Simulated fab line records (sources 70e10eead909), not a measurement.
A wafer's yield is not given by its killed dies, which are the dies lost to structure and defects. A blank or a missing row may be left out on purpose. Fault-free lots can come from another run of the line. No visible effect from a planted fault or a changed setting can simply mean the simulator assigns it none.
fab line records | flow nand-harc
[record] lots = 14 wafers = 42 last-day = 32
route steps=1302 shown A_CHANNEL_HOLE_D1@484 A_CHANNEL_FILL_D1@507 A_ONON_D2@547
lots that met no fault: from a run of the same line without faults
start-h: start of the lot's first displayed wafer, in hours after the record's first day | wait-h: hours elapsed since this lot's preceding step | " as in the row above | L1.1+2: a single row standing in for several wafers | - either no value or no given start | * or withheld: withheld | < > ~ a bound
route shown NAME@n: NAME is a module with steps in the file, n the number in the route of the first one | usual: average and standard deviation across the fault-free wafers | same: alike in all rows | chamber/n: place in a boat | sites: readings site by site | _std_site: how widely they spread, as a standard deviation | _edge_site: outer sites' mean less inner sites' | radius-mm: for every site, how far away it sits from the centre of the wafer | mask NAME#n: copy n | behind: the tool/chamber that last shaped the wafer | hold: why the lot was held/for how many hours/how that ended | device: whichever transistor did not switch (one of n, p or np) | end of line: the same wafers' tests at the end of the route | a step without rows: its recipe alone | killed: at the first sort, the dies lost to defects and structure; wafer yield is something else | map: per-die view of a wafer (x killed, . not killed, _ where there is no die)
set.NAME: the setting that was run; set.NAME@STEP: the one run at that earlier step | model.NAME: the simulator's own value behind a step, which no gauge read
a sample of lots followed through the steps of the route, with each step as a table and each wafer as a row
services: a tool's chamber out of use, with start hour (start-h, from the record's first day; less than 0 if before it), hours out, and reason
[[steps]]
[step NHARC_A_CHANNEL_HOLE_D1_STRIP_27]
[recipe] o2-flow-sccm = 500 ar-flow-sccm = 0 bias-w = 0 chemistry = O2
[usual] chamber-pressure-mTorr = 60.01/0.051 drypump-motor-current-A = 6.0/0.55 oes-product-au = 0.995/0.011 rf-vpp-V = 58.1/0.91 showerhead-plenum-p-Torr = 3.61/0.12 throttle-valve-pct = 17.037/0.0099
// columns lot.wafer tool chamber start-h wait-h chamber-pressure-mTorr drypump-motor-current-A oes-product-au rf-hours-counter-h rf-vpp-V showerhead-plenum-p-Torr throttle-valve-pct
L141.3 rie-diel-08 3 - - 59.98 5.8 1.007 59 58.3 3.44 17.047
L141.5 " 2 " " 59.98 6.1 1.011 - 57.5 3.39 17.032
L141.6 " 3 " " 60.04 5.8 1.008 - 58.3 3.44 17.047
L140.2 rie-diel-09 3 - - 59.96 6.8 0.994 3 59.0 3.51 17.055
L140.3 " 0 " " 60.05 6.0 0.986 3 57.4 3.60 17.030
L140.6 " 2 " " 60.03 5.8 0.980 - 58.6 3.75 17.043
L142.2 rie-diel-09 0 - - 59.95 6.1 0.993 5 57.8 3.60 17.036
L142.4 " 2 " " 60.02 5.7 0.985 5 58.4 3.75 17.033
L142.5 " 3 " " 60.05 6.8 1.016 - 58.4 3.51 17.041
L144.4 rie-diel-09 0 - - 59.92 6.1 1.000 6 57.0 3.60 17.030
L144.1 " 2 " " 60.04 5.8 0.992 6 59.3 3.74 17.039
L144.6 " 0 " " 60.04 6.1 0.991 - 57.6 3.60 17.039
L145.3 rie-diel-09 1 - - 59.93 6.2 0.991 6 58.8 3.69 17.020
L145.2 " 2 " " 59.98 5.8 0.986 7 59.6 3.74 17.031
L145.6 " 1 " " 60.01 6.2 0.989 - 57.3 3.69 17.009
L143.4 rie-diel-09 3 - - 59.96 6.8 1.002 7 58.0 3.51 17.042
L143.3 " 0 " " 60.00 6.1 0.991 7 58.4 3.60 17.049
L143.5 " 2 " " 60.04 5.8 0.993 - 59.0 3.74 17.051
L146.3 rie-diel-09 1 - - 60.02 6.2 0.985 8 57.6 3.69 17.040
L146.1 " 3 " " 60.02 6.8 0.998 8 57.9 3.51 17.029
L146.5 " 1 " " 59.95 6.1 0.985 - 57.7 3.69 17.039
L149.2 rie-diel-09 0 - - 60.12 6.1 0.989 10 57.7 3.59 17.030
L149.1 " 2 " " 59.96 5.8 0.990 10 57.0 3.74 17.024
L149.6 " 3 " " 60.04 6.8 1.016 - 59.4 3.50 17.043
L150.4 rie-diel-09 1 - - 60.02 6.1 0.982 11 57.5 3.69 17.051
L150.1 " 2 " " 60.04 5.8 0.996 11 59.5 3.74 17.030
L150.2 " 0 " " 60.02 6.0 0.980 11 59.0 3.59 17.048
L151.1 rie-diel-09 2 - - 60.13 5.8 1.000 12 59.5 3.74 17.032
L151.3 " 0 " " 59.96 6.1 0.996 11 58.5 3.59 17.032
L151.6 " 1 " " 60.04 6.2 0.997 - 57.9 3.69 17.037
L160.4 rie-diel-08 0 - - 60.00 5.0 1.013 1 59.5 3.60 17.030
L160.6 " 2 " " 60.00 6.1 1.004 - 58.5 3.36 17.039
L160.5 " 3 " " 59.94 5.8 1.018 - 56.6 3.41 17.042
L161.2 rie-diel-09 3 - - 60.00 6.8 0.990 7 57.0 3.50 17.031
L161.4 " 0 " " 59.99 6.1 0.990 6 58.8 3.59 17.038
L161.5 " 2 " " 59.99 5.8 0.994 - 58.3 3.74 17.055
L162.2 rie-diel-08 0 - - 60.09 5.0 0.996 10 58.1 3.59 17.028
L162.4 " 2 " " 59.98 6.1 0.994 11 57.3 3.35 17.037
L162.1 " 3 " " 60.00 5.8 1.006 13 58.8 3.41 17.033
L163.2 rie-diel-09 1 - - 59.95 6.1 0.985 7 59.0 3.68 17.017
L163.1 " 2 " " 60.02 5.8 0.999 7 58.3 3.74 17.046
L163.3 " 0 " " 60.04 6.1 0.998 7 59.3 3.59 17.039
[step NHARC_A_CHANNEL_HOLE_D1_INSPECT_40]
[usual] raw-defect-count = 73/25
// columns lot.wafer tool chamber start-h wait-h raw-defect-count
L141.3 defect-inspect-02 - 167.64 - 45
L141.5 " - " " 55
L141.6 " - " " 47
L140.2 defect-inspect-02 - 170.47 - 78
L140.3 " - " " 113
L140.6 " - " " 79
L142.2 defect-inspect-02 - 190.17 - 51
L142.4 " - " " 25
L142.5 " - " " 54
L144.1 defect-inspect-02 - 201.57 - 83
L144.4 " - " " 98
L144.6 " - " " 78
L145.2 defect-inspect-02 - 208.44 - 48
L145.3 " - " " 62
L145.6 " - " " 52
L143.3 defect-inspect-01 - 219.42 - 104
L143.4 " - " " 92
L143.5 " - " " 100
L146.1 defect-inspect-01 - 226.37 - 109
L146.3 " - " " 69
L146.5 " - " " 80
L149.1 defect-inspect-01 - 258.72 - 75
L149.2 " - " " 107
L149.6 " - " " 87
L150.1 defect-inspect-01 - 272.46 - 100
L150.2 " - " " 93
L150.4 " - " " 105
L151.1 defect-inspect-02 - 274.99 - 85
L151.3 " - " " 47
L151.6 " - " " 39
L160.4 defect-inspect-02 - 359.03 - 97
L160.5 " - " " 93
L160.6 " - " " 105
L161.2 defect-inspect-02 - 380.19 - 55
L161.4 " - " " 63
L161.5 " - " " 47
L162.1 defect-inspect-01 - 380.26 - 91
L162.2 " - " " 119
L162.4 " - " " 88
L163.1 defect-inspect-01 - 388.56 - 31
L163.2 " - " " 44
L163.3 " - " " 33
[step NHARC_A_CHANNEL_FILL_D1_ALD_25]
[recipe] target-thk-a = 600 pulse-time-s = 10 ald-cycles = 600 temp-c = 300 material = SiOx
[usual] heater-power-w = 453/44 precursor-pulse-height-rel = 1.000/0.019
// columns lot.wafer tool chamber start-h wait-h heater-power-w precursor-pulse-height-rel
L140.3 ald-hk-01 1 205.74 0.1 458 1.010
L140.2 " 3 206.96 1.3 445 1.019
L140.6 " 1 208.19 2.5 457 1.002
L141.3 ald-hk-04 3 206.35 0.7 452 0.986
L141.6 " 2 208.20 2.5 404 0.990
L141.5 " 3 " " 441 1.010
L142.2 ald-hk-03 0 227.46 0.8 443 1.006
L142.4 " 1 " " 505 0.998
L142.5 " 1 230.55 3.9 507 1.010
L144.1 ald-hk-01 3 240.91 1.3 445 0.972
L144.4 " 0 " " 495 1.028
L144.6 " 1 " " 433 1.038
L145.2 ald-hk-04 2 253.26 0.1 403 1.040
L145.3 " 1 255.08 1.9 432 1.005
L145.6 " 3 256.30 3.1 438 1.033
L143.4 ald-hk-04 2 260.63 0.7 392 0.998
L143.3 " 0 261.85 1.9 422 0.985
L143.5 " 2 263.07 3.1 395 1.007
L146.3 ald-hk-03 1 264.91 1.3 494 0.962
L146.1 " 2 " " 528 1.012
L146.5 " 0 266.78 3.2 421 1.011
L149.2 ald-hk-01 2 300.00 0.1 514 0.969
L149.1 " 0 301.22 1.3 488 1.032
L149.6 " 2 302.44 2.5 512 0.985
L150.4 ald-hk-03 2 309.39 0.7 551 0.985
L150.1 " 3 " " 391 1.011
L150.2 " 0 " " 444 1.030
L151.3 ald-hk-04 3 309.98 1.3 436 0.976
L151.1 " 0 " " 431 1.002
L151.6 " 1 " " 426 0.963
L160.4 ald-hk-04 1 396.32 0.1 442 1.010
L160.6 " 1 398.80 2.5 434 1.024
L160.5 " 2 " " 407 1.021
L161.4 ald-hk-03 2 417.98 0.7 512 0.986
L161.2 " 3 " " 380 1.010
L161.5 " 2 420.48 3.2 521 0.962
L162.1 ald-hk-01 1 419.25 1.9 439 0.982
L162.4 " 3 420.48 3.2 459 0.954
L162.2 " 0 " " 499 1.011
L163.3 ald-hk-01 0 424.88 0.1 482 0.981
L163.2 " 1 " " 431 0.992
L163.1 " 3 426.73 1.9 470 0.991
[step NHARC_A_ONON_D2_DEP_03]
[recipe] target-thk-a = 10000 n2-flow-sccm = 2750 n2o-flow-sccm = 2000 nh3-flow-sccm = 500 sih4-flow-sccm = 210 temp-c = 400
[usual] nh3-flow-sccm = 499.8/1.3
// columns lot.wafer tool chamber start-h wait-h nh3-flow-sccm
L141.3 pecvd-onon-04 0 254.91 0.2 499.1
L141.5 " 0 " " 499.7
L141.6 " 0 " " 499.5
L140.2 pecvd-onon-02 0 254.96 0.1 498.8
L140.3 " 0 " " 500.1
L140.6 " 0 " " 499.2
L142.2 pecvd-onon-03 0 273.87 0.1 499.1
L142.4 " 0 " " 499.1
L142.5 " 0 " " 500.3
L144.1 pecvd-onon-04 0 285.18 0.1 499.5
L144.4 " 0 " " 499.4
L144.6 " 0 " " 498.1
L145.2 pecvd-onon-03 0 299.71 0.1 499.3
L145.3 " 0 " " 504.2
L145.6 " 0 " " 499.0
L143.3 pecvd-onon-02 0 310.01 0.2 500.1
L143.4 " 0 " " 500.6
L143.5 " 0 " " 502.4
L146.1 pecvd-onon-04 0 312.99 0.1 500.3
L146.3 " 0 " " 498.9
L146.5 " 0 " " 499.9
L149.1 pecvd-onon-04 0 345.83 0.1 502.8
L149.2 " 0 " " 500.4
L149.6 " 0 " " 500.6
L150.1 pecvd-onon-03 0 358.23 0.1 498.3
L150.2 " 0 " " 498.0
L150.4 " 0 " " 500.2
L151.1 pecvd-onon-02 0 358.40 0.1 497.3
L151.3 " 0 " " 498.7
L151.6 " 0 " " 499.6
L160.4 pecvd-onon-04 0 442.57 0.2 501.5
L160.5 " 0 " " 498.9
L160.6 " 0 " " 498.8
L162.1 pecvd-onon-02 0 465.62 0.1 500.0
L162.2 " 0 " " 503.1
L162.4 " 0 " " 501.1
L161.2 pecvd-onon-04 0 465.67 0.1 499.9
L161.4 " 0 " " 499.6
L161.5 " 0 " " 497.4
L163.1 pecvd-onon-02 0 475.04 0.2 498.2
L163.2 " 0 " " 498.3
L163.3 " 0 " " 499.1
[step NHARC_A_ONON_D2_THK_MEAS_05]
[recipe] thk-meas-gauge = ellipsometry
[usual] thk-nm = 997/9.9
// columns lot.wafer tool chamber start-h wait-h thk-nm
L141.3 film-metro-02 - 255.30 - 981
L141.5 " - " " 984
L141.6 " - " " 982
L140.2 film-metro-01 - 255.41 - 1000
L140.3 " - " " 999
L140.6 " - " " 1002
L142.2 film-metro-02 - 274.32 - 1001
L142.4 " - " " 1002
L142.5 " - " " 1002
L144.1 film-metro-02 - 285.69 - 1019
L144.4 " - " " 1018
L144.6 " - " " 1017
L145.2 film-metro-01 - 300.17 - 984
L145.3 " - " " 983
L145.6 " - " " 982
L143.3 film-metro-02 - 310.41 - 983
L143.4 " - " " 983
L143.5 " - " " 985
L146.1 film-metro-02 - 313.50 - 1001
L146.3 " - " " 1000
L146.5 " - " " 1000
L149.1 film-metro-01 - 346.34 - 985
L149.2 " - " " 986
L149.6 " - " " 985
L150.1 film-metro-01 - 358.74 - 992
L150.2 " - " " 992
L150.4 " - " " 992
L151.1 film-metro-01 - 358.91 - 993
L151.3 " - " " 990
L151.6 " - " " 992
L160.4 film-metro-01 - 442.91 - 958
L160.5 " - " " 956
L160.6 " - " " 958
L161.2 film-metro-02 - 466.12 - 957
L161.4 " - " " 955
L161.5 " - " " 957
L162.1 film-metro-01 - 466.13 - 1002
L162.2 " - " " 1001
L162.4 " - " " 1000
L163.1 film-metro-01 - 475.55 - 1003
L163.2 " - " " 1005
L163.3 " - " " 1005
[[services]]
// columns tool chamber start-h hours kind
ald-hk-04 - 151.46 1.0 repair
pecvd-onon-04 - 153.49 4.1 repair
rie-diel-08 2 155.84 5.4 repair
pecvd-onon-02 - 161.00 13.0 pm
rie-diel-08 - 167.08 9.0 pm
rie-diel-09 2 167.10 1.4 repair
ald-hk-03 - 188.14 10.0 pm
pecvd-onon-03 - 203.00 13.0 pm
ald-hk-04 - 234.10 10.0 pm
rie-diel-08 2 276.16 7.6 repair
pecvd-onon-04 - 287.19 13.0 pm
rie-diel-09 - 296.18 9.0 pm
pecvd-onon-02 - 342.00 13.0 pm
rie-diel-08 - 344.08 9.0 pm
ald-hk-03 - 366.14 10.0 pm
pecvd-onon-03 - 384.00 13.0 pm
rie-diel-08 1 388.98 4.8 repair
ald-hk-04 - 412.21 0.5 repair
ald-hk-04 - 412.76 10.0 pm
ald-hk-01 - 417.33 1.9 repair
pecvd-onon-04 - 450.25 0.2 repair
ald-hk-01 - 453.66 10.0 pm
pecvd-onon-04 - 468.19 13.0 pm
rie-diel-09 - 473.18 9.0 pm
[[key]]
[first-sign] step = NHARC_A_ONON_D2_THK_MEAS_05 reading = thk-nm direction = down sigmas = 4.1 usual = 997 struck = 957
effect none on later readings
met-at NHARC_A_ONON_D2_DEP_03
struck-lots L160,L161
later-rows-left-out L160.4,L160.5,L160.6,L161.2,L161.4,L161.5
sort-left-out L160.4,L160.5,L160.6,L161.2,L161.4,L161.5
tester-left-out L160,L161
not-acting-at NHARC_A_CHANNEL_HOLE_D1_STRIP_27,NHARC_A_CHANNEL_HOLE_D1_INSPECT_40,NHARC_A_CHANNEL_FILL_D1_ALD_25
onset-between 345.83 442.57
[fault] kind = process-parameter-drift tool = pecvd-onon-04 chamber = - onset-h = 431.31 steps = NHARC_A_ONON_D2_DEP_03 channel = target-thk-a offset = * shape = step end-h = 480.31 acts-in = * stated = *
// tester-left-out: of these lots the tester's yield and bins aren't shown, on N5 and GAA mostly nor the transistor test; their killed dies are dies lost to structure and defects alone, not to doping, threshold or leakage, so they don't give the yield
// sort-left-out: the simulated sort isn't trusted on such a fault, so these wafers' sort isn't shown, and their yield isn't known
// later-rows-left-out: the simulator's readings of these wafers behind a module that went badly wrong aren't trusted and aren't shown, but for the sort
